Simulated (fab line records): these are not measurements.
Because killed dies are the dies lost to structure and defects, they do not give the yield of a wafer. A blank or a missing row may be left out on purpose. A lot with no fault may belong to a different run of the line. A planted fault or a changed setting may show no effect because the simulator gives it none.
Which of the tools did it? + flow nandHarc + 6 lots, 18 wafers sampled, at 4 steps of a route of 1302

WHAT THE GAUGES SHOWED, per wafer
NHARC_P_GATE_CD_MEAS_46 targets a cd of 720 nm.
| lot  | measured     | on       | cdNm (nm)         |
|------|--------------|----------|-------------------|
| L657 | day 6 06:55  | cdSem-03 | 720.2 718.1 718.8 |
| L661 | day 8 05:01  | cdSem-01 | 721.7 722.4 722.1 |
| L663 | day 9 01:52  | cdSem-03 | 719.9 722.9 720.5 |
| L673 | day 13 00:20 | cdSem-02 | 720.7 720.5 720.0 |
| L675 | day 13 18:47 | cdSem-03 | 721.8 720.4 720.4 |
| L678 | day 15 01:53 | cdSem-01 | 721.9 719.8 720.7 |

TOOL THAT RAN EACH LOT (tool first, then ch and the chambers of the sampled wafers, then the start)
| lot  | NHARC_P_GATE_STRIP_108            | NHARC_P_GATE_ALD_36              | NHARC_P_GATE_EXPOSE_43           |
|------|-----------------------------------|----------------------------------|----------------------------------|
| L657 | rieDiel-09 ch 0,1,2, day 5 19:46  | aldSin-04 ch 1,2,3, day 5 22:29  | krfScanner-02 ch 0, day 6 06:45  |
| L661 | rieDiel-06 ch 0,2,3, day 7 15:33  | aldSin-03 ch 0,3, day 7 16:17    | krfScanner-02 ch 0, day 8 04:52  |
| L663 | rieDiel-09 ch 1,2, day 8 14:39    | aldSin-04 ch 0,1, day 8 16:21    | krfScanner-01 ch 0, day 9 01:42  |
| L673 | rieDiel-06 ch 0,1,3, day 12 11:02 | aldSin-04 ch 0,1,2, day 12 11:40 | krfScanner-01 ch 0, day 13 00:10 |
| L675 | rieDiel-09 ch 1,2,3, day 13 07:38 | aldSin-03 ch 0,1,2, day 13 09:19 | krfScanner-03 ch 0, day 13 18:38 |
| L678 | rieDiel-07 ch 0,2,3, day 14 14:41 | aldSin-02 ch 0,2,3, day 14 15:19 | krfScanner-01 ch 0, day 15 01:44 |
- NHARC_P_GATE_STRIP_108: strips in O2.
- NHARC_P_GATE_ALD_36: deposits SiNx, target thk 20 nm, pulse time 60 s, ald cycles 223.
- NHARC_P_GATE_EXPOSE_43: exposes mask P NSD, target cd 720 nm.

THE ANSWER, worked out from the rows above alone
Rule: the lots themselves supply what counts as usual. Put in order of their means at a reading, lots are off if they are a third of the lots or fewer, leave a main group of 4 or more, and stand apart from it by a gap of 3 or more times the standard deviation of the main group's means; of several such gaps the widest counts. A main group is skipped when, at the precision printed for the reading in the tables above, its means are all equal. A lot without any number at a reading at which 4 lots or more have one is off too. All remaining lots with rows at the step are treated as sound.
Across all readings shown, no lot is off: no conclusion can be drawn from this.

WHAT THE SIMULATOR HAD PUT IN
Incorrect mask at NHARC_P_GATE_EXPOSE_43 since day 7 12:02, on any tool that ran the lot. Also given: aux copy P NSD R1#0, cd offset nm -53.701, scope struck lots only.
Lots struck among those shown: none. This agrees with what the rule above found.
